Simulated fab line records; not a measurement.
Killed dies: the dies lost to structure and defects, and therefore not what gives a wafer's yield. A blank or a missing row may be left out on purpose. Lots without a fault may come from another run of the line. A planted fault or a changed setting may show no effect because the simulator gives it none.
A sampling plan put to the test -- flow n5-finfet -- one fab line, 28 faults that these records tell of, each judged on the records of the lots that it struck
What counts as the plan is the set of the line's own looks, namely the steps on the route at which a gauge or an inspection reads a wafer and does not change it. A look is open to judgement when struck wafers have a number at it and the file gives its usual mean and standard deviation on fault-free wafers. Caught: at a look after the fault's first step, the mean of the struck wafers lies 4 or more of those standard deviations (sigma) from the usual mean. On the tool: the test repeated on the tool's own readings taken at the fault's steps. Caught also covers a different recipe on the struck wafers, or a record left blank for those wafers only.

THE FAULTS, as the simulator had put them in
1. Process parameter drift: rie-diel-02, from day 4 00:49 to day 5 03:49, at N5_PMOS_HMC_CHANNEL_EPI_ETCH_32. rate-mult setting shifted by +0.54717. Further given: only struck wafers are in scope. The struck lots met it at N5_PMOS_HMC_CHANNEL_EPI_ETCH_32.
2. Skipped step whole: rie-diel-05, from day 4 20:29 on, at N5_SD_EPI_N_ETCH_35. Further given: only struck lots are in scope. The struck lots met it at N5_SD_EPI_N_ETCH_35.
3. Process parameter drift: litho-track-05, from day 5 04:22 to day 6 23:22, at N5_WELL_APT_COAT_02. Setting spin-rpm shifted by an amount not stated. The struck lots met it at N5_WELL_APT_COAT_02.
4. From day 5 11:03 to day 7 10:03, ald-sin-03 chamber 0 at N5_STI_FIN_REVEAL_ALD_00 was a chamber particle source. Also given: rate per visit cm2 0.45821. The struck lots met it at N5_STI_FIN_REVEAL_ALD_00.
5. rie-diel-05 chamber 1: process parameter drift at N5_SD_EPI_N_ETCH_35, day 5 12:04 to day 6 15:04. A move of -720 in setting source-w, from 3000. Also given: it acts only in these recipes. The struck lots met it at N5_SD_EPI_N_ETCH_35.
6. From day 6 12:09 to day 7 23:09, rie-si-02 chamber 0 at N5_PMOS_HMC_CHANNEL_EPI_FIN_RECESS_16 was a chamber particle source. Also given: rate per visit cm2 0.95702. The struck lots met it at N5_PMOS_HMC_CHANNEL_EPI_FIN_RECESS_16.
7. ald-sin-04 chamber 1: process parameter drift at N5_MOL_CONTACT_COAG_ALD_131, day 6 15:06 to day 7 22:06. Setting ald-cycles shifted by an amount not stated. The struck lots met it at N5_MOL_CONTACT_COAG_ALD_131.
8. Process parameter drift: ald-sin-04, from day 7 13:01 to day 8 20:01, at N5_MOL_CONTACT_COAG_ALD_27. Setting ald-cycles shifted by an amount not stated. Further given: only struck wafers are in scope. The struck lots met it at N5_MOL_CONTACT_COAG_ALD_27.
9. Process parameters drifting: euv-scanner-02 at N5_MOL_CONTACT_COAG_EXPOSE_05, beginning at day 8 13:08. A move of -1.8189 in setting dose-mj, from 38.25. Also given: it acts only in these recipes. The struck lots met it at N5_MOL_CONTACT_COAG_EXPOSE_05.
10. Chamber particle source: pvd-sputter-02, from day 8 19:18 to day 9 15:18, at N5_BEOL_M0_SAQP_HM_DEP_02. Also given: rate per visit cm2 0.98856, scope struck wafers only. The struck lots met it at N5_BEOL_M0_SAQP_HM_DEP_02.
11. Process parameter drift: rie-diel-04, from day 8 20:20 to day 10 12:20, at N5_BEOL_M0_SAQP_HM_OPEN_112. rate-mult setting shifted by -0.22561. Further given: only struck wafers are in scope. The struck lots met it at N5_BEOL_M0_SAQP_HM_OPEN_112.
12. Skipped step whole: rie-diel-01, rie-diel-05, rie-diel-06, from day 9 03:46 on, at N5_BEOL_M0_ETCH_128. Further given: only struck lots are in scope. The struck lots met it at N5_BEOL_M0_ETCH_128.
13. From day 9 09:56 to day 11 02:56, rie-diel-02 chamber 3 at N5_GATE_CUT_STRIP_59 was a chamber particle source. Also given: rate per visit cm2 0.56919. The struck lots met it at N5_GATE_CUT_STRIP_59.
14. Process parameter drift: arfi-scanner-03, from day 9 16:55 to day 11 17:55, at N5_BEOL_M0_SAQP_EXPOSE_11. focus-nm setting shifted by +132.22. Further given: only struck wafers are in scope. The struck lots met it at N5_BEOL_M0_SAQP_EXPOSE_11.
15. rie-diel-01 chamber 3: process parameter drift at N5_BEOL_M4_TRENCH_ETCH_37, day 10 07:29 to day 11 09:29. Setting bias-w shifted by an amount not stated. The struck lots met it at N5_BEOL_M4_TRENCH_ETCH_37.
16. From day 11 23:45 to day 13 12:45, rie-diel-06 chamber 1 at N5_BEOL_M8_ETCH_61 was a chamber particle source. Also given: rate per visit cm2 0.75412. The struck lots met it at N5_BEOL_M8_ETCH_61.
17. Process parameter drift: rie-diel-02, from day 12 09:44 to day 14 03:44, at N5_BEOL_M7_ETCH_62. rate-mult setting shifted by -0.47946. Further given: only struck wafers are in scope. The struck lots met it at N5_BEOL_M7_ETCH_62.
18. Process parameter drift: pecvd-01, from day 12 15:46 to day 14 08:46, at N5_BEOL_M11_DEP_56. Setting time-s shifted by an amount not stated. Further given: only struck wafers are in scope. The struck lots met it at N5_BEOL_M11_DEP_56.
19. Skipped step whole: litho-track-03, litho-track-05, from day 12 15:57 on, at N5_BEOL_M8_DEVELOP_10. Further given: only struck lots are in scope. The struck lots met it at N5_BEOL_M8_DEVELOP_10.
20. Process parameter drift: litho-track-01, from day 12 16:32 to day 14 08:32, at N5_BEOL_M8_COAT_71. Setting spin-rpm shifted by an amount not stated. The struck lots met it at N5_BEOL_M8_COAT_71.
21. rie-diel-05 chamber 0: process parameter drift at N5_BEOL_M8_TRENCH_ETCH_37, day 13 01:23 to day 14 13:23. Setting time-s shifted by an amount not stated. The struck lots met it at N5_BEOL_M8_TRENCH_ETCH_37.
22. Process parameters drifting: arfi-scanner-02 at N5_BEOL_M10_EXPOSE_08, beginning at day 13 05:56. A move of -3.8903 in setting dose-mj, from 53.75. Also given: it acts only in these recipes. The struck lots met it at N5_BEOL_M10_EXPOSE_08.
23. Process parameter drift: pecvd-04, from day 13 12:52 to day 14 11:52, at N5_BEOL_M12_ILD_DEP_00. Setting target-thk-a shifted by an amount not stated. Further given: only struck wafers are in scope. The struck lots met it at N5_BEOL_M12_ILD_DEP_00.
24. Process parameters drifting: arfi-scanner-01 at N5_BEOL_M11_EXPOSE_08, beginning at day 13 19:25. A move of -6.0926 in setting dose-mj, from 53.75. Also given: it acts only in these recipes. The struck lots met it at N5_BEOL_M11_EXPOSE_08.
25. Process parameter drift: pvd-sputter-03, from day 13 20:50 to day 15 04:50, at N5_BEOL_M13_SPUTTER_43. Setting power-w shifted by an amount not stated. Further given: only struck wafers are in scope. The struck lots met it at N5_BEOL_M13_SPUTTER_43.
26. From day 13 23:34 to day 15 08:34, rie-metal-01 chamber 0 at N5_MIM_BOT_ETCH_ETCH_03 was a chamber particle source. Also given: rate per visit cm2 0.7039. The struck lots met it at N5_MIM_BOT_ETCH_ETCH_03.
27. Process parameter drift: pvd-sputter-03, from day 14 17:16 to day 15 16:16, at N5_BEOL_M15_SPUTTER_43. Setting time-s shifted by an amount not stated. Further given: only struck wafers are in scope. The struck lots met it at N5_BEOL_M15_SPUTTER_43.
28. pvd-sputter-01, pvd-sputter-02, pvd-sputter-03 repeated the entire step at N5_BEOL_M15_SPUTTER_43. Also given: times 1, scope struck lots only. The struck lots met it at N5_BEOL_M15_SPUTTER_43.

WHAT THE PLAN SAW
fault,on the tool itself,first look that catches it,"reading, sigma",median hours from its first step to that look,hours from the fault's start to the first struck lot there,judged looks passed uncaught
1,under 2 sigma,not the one look that can be judged after it,-,-,-,1
2,the tool's record is blank for the struck wafers,no look after it can be judged,-,-,-,0
3,spin-speed-rpm -36 sigma,none of the 4 looks that can be judged after it,-,-,-,4
4,under 2 sigma,no look after it can be judged,-,-,-,0
5,rf-fwd-power-W -87 sigma,not the one look that can be judged after it,-,-,-,1
6,under 2 sigma,not the one look that can be judged after it,-,-,-,1
7,under 2 sigma,no look after it can be judged,-,-,-,0
8,run-length-s +99 or beyond sigma,not the one look that can be judged after it,-,-,-,1
9,exposure-dose-mJ-cm2 -28 sigma,none of the 2 looks that can be judged after it,"strongest: cd-nm at N5_MOL_CONTACT_COAG_CD_MEAS_08, -3.4",-,-,2
10,under 2 sigma,N5_BEOL_M0_SAQP_INSPECT_42,raw-defect-count +8.3,5.0,9,1
11,under 2 sigma,not the one look that can be judged after it,-,-,-,1
12,no reading that can be judged,no look after it can be judged,-,-,-,0
13,under 2 sigma,no look after it can be judged,-,-,-,0
14,no reading that can be judged,N5_BEOL_M0_SAQP_CD_MEAS_14,cd-nm -7.6,0.1,6,0
15,bias-w -96 sigma,N5_BEOL_M4_OCD_MEAS_38,trench-depth-nm -4.8,0.2,24,0
16,under 2 sigma,N5_BEOL_M8_INSPECT_30,raw-defect-count +4.5,1.3,32,0
17,only faintly: oes-product-au -2.1 sigma,no look after it can be judged,-,-,-,0
18,under 2 sigma,not the one look that can be judged after it,-,-,-,1
19,no reading that can be judged,no look after it can be judged,-,-,-,0
20,spin-speed-rpm +82 sigma,no look after it can be judged,-,-,-,0
21,run-length-s +9.3 sigma,N5_BEOL_M8_OCD_MEAS_38,trench-depth-nm +4.8,0.2,4,0
22,exposure-dose-mJ-cm2 -53 sigma,N5_BEOL_M10_CD_MEAS_11,cd-nm -4.1,0.1,1,0
23,under 2 sigma,N5_BEOL_M12_THK_MEAS_01,M12_ILD_THK +4.5,0.1,12,0
24,exposure-dose-mJ-cm2 -84 sigma,N5_BEOL_M11_CD_MEAS_11,cd-nm -6.3,0.1,2,0
25,cathode-dc-power-W -99 or beyond sigma,no look after it can be judged,-,-,-,0
26,under 2 sigma,no look after it can be judged,-,-,-,0
27,under 2 sigma,no look after it can be judged,-,-,-,0
28,under 2 sigma,not the one look that can be judged after it,-,-,-,1
A dash: the fault isn't caught, or these records don't give the number.

Caught at a look: 8 of 28. Caught on the tool: 11 of 28. By one or the other: 15 of 28.
Faults 2, 3, 5, 8, 9, 20, 25 were caught on the tool alone.
Caught at a look alone: faults 10, 14, 16, 23.
Caught by neither: faults 1, 4, 6, 7, 11, 12, 13, 17, 18, 19, 26, 27, 28.

THINNER SAMPLING
Were the look that catches a fault to measure just every second or every third lot (counted by lot number), the first struck lot would, at worst, be measured this late:
fault,"struck lots at that look, in order of time",every lot,every second lot,every third lot
10,L625,9 h,may miss it,may miss it
14,"L971, L973",6 h,may miss all 2,may miss all 2
15,L324,24 h,may miss it,may miss it
16,L654,32 h,may miss it,may miss it
21,L801,4 h,may miss it,may miss it
22,"L658, L663",1 h,12 h,may miss all 2
23,"L894, L897",12 h,14 h,may miss all 2
24,"L300, L306",2 h,may miss all 2,may miss all 2
Hours are from the fault's start to the first struck lot that is measured. 4 sigma limit: tested on the pooled struck wafers, so a lone lot may be under it. Other struck lots may not be in these records.

THE LONGEST TIMED WAY FROM STEP TO LOOK
For fault 10, N5_BEOL_M0_SAQP_HM_DEP_02 and N5_BEOL_M0_SAQP_INSPECT_42 are separated by a median of 5.0 hours. The look between them that can be judged stayed within 4 sigma: N5_BEOL_M0_SAQP_INSPECT_16.
